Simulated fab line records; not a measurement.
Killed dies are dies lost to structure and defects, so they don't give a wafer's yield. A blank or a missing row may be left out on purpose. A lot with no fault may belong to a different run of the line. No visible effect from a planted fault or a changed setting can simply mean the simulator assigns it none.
8D (eight disciplines) problem report, filled in by code + flow nand-harc + the parts of the form that need people (team, actions taken, sign-off) are left out

1. WHAT IS WRONG
Wafers with no fault read 9.5 s with a standard deviation of 2.7, whereas time-to-endpoint-s at NHARC_A_DECK1_JOINT_CMP_13 reads a mean of 23.7 s on 1 wafer of 1 lot. Measured from the usual mean, that is +5.3 standard deviations.
The step: polishes, target thk 51.023 nm.
First seen on wafer L723.6, day 14 15:53, on cmp-04. Wafers with a number at this step in the record: 14, from 5 lots. Rule for "out" (also "out of limits"): further than 4 standard deviations from the usual mean. The other wafers with a number count as sound.

2. WHAT IT IS; WHAT IT IS NOT
| question                    | is                 | is not                                                                         |
|-----------------------------|--------------------|--------------------------------------------------------------------------------|
| which readings at this step | time-to-endpoint-s | edge-zone-pressure-frac, motor-current-A, slurry-flow-ml-min                   |
| which lots                  | L723               | L718, L732, L734, L737                                                         |
| which wafers of those lots  | L723.6             | L723.1                                                                         |
| read on which tools         | cmp-04             | cmp-02                                                                         |
| when                        | from day 14 15:53  | up to then (4 sound wafers); but 9 sound wafers of L732, L734, L737 came after |

3. THE SUSPECTS, EACH WITH WHAT RULES IT OUT
Counting: a tool at a process step up to the reading stays a suspect if it ran every lot that is out. Sound lots after the first of them don't rule it out here, since some wafers of a struck lot are sound.
- rie-si-06 at NHARC_A_DECK1_JOINT_ETCHBACK_07 (etches the open film in HBr, target depth 105 nm, time 26.9 s): kept. It ran the lot that is out, L723 (day 14 05:48).
- cmp-04 at NHARC_A_DECK1_JOINT_CMP_13 (polishes, target thk 51.023 nm): kept. It ran the lot that is out, L723 (day 14 15:53). Its own readings are out on those wafers: time-to-endpoint-s.
- The sound lot-mates ran in chamber 2 of rie-si-06 at NHARC_A_DECK1_JOINT_ETCHBACK_07, but the wafers that are out ran in chamber 0.
What counting leaves: rie-si-06 at NHARC_A_DECK1_JOINT_ETCHBACK_07 and cmp-04 at NHARC_A_DECK1_JOINT_CMP_13.

4. THE CAUSE (what the simulator had put in)
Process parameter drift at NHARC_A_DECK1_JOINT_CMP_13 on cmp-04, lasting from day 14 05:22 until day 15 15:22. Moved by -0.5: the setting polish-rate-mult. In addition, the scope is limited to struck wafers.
2 suspects survive the count, and this tool is in that group.

5. THE EFFECT CHAIN, in route order
One row per reading whose mean, taken over the struck wafers that have a number, lies over 3 standard deviations from the usual. Scope: only readings with a usual standard deviation given in the record; hours: median across lots of the time from each lot's start at the first step in this table that gives one to its start at this step; sigmas: change in usual standard deviations.
| hours | step                       | reading            | usual | on struck wafers | change | sigmas |
|-------|----------------------------|--------------------|-------|------------------|--------|--------|
| 0     | NHARC_A_DECK1_JOINT_CMP_13 | time-to-endpoint-s | 9.5 s | 23.7             | +14.2  | +5.3   |
Process steps it contains:
- NHARC_A_DECK1_JOINT_CMP_13: polishes, target thk 51.023 nm.
Readings that are blank on the struck wafers while sound wafers have them: pad-life-wafers at NHARC_A_DECK1_JOINT_CMP_13.
Later steps that measure or inspect, where all struck wafers having a row at the step show a number for every such reading and not one has moved that far: NHARC_A_DECK1_JOINT_THK_MEAS_14, NHARC_END_SORT_01.

6. WHAT WOULD HAVE CAUGHT IT SOONER
In this record the first reading out of limits was taken at day 14 15:53, 11 hours after the fault began at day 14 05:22.
